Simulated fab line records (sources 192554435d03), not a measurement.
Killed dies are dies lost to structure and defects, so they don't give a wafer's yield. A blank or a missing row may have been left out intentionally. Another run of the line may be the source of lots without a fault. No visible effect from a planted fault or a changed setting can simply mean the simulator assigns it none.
Struck lot and sound lot, side by side | flow n5-finfet | 19 out of 1938 route steps
Sound: these wafers, L217.3, L217.5, L217.6. Wafers L214.1, L214.4, L214.5 were the ones struck. The cause is named last.
At each step with rows: each side's tool, then ch and its chambers, then its first start. Under that, the readings that differ: sound wafers | struck wafers | difference of the means | sigmas: that difference in standard deviations of wafers without a fault.
alike: same words and numbers on both sides, and readings whose means sit less than 2 such deviations apart. not compared: any withheld reading, any reading some wafer has no value for, any bound like >300 that may hide the same value, and any number with overlapping values for which the record gives no deviation.
The two part at a step that has a row with sigmas, a row that says differs or no value, or rows on one side only. When numbers do not overlap yet have no deviation, they are printed without sigmas and do not part them. A reading that every wafer of one side lacks parts them only if that side has two wafers or more.

N5_PASSIVATION_STRIP_14: strips in O2.
  sound on rie-diel-06 ch 0,3, day 16 12:13; struck on rie-diel-05 ch 0,1,2, day 15 02:20
  alike: drypump-motor-current-A, oes-product-au, rf-vpp-V, showerhead-plenum-p-Torr, throttle-valve-pct
  not compared: rf-hours-counter-h
then, 3 steps without rows for these wafers: N5_PASSIVATION_ETCH_15 (etches SiCN in CF4/N2, target depth 75 nm, time 81.2 s); N5_PASSIVATION_STRIP_73 (strips in post etch residue remover, time 60 s); N5_PASSIVATION_SRD_17 (time 30 s, dry time 30 s).
N5_PASSIVATION_DEGAS_18: time 60 s.
  sound on pvd-sputter-02 at day 16 12:44; struck on pvd-sputter-03 at day 15 02:48
  alike: heater-power-w
N5_PASSIVATION_PRE_CLEAN_19:
  sound on pvd-sputter-02 at day 16 12:46; struck on pvd-sputter-03 at day 15 02:50
  alike: heater-power-w
N5_PASSIVATION_SPUTTER_20: material TaN, target thk 50 nm.
  sound on pvd-sputter-02 at day 16 12:49; struck on pvd-sputter-03 at day 15 02:53
  alike: throttle-valve-pct
N5_PASSIVATION_AL_DEP_21: deposits Al, target thk 2800 nm, time 170 s.
  sound on pvd-sputter-02 at day 16 12:55; struck on pvd-sputter-03 at day 15 02:59
  alike: throttle-valve-pct
then, 4 steps without rows for these wafers: N5_PASSIVATION_HMDS_23 (time 60 s); N5_PASSIVATION_COAT_24; N5_PASSIVATION_EBR_26; N5_PASSIVATION_SOFTBAKE_25 (time 90 s).
N5_PASSIVATION_EXPOSE_27: exposes mask PAD, defocus 0 nm.
  sound on krf-scanner-01 ch 0, day 16 13:13; struck on krf-scanner-02 ch 0, day 15 03:22
  reading              | sound             | struck            | difference | sigmas
  exposure-dose-mJ-cm2 | 32.28 32.28 32.27 | 33.42 33.44 33.41 | +1.15      | +37
  alike: mask
then, 3 steps without rows for these wafers: N5_PASSIVATION_PEB_28; N5_PASSIVATION_DEVELOP_29 (develop time 60 s); N5_PASSIVATION_HARDBAKE_31 (time 120 s).
N5_PASSIVATION_CD_MEAS_30: target cd 4000 nm.
  sound on cd-sem-01 ch 0, day 16 13:23; struck on cd-sem-03 ch 0, day 15 03:32
  reading    | sound                | struck               | difference | sigmas
  cd-nm (nm) | 4003.3 3996.4 4003.5 | 4007.4 4003.5 4007.4 | +5.0       | +3
N5_PASSIVATION_OVL_MEAS_63:
  sound on overlay-01 ch 0, day 16 13:25; struck on overlay-01 ch 0, day 15 03:34
  alike: PAD_OVL
N5_PASSIVATION_PROBE_49:
  only the struck wafers here have rows in the record (prober-02, day 15 09:59); the sound ones have none

== WHERE THEY PART ==
At N5_PASSIVATION_EXPOSE_27 first; at N5_PASSIVATION_PROBE_49 last (within this record only).

WHY: the cause the simulator had injected
Process parameters drifting: krf-scanner-02 at N5_PASSIVATION_EXPOSE_27, beginning at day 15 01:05. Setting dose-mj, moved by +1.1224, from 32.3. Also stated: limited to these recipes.
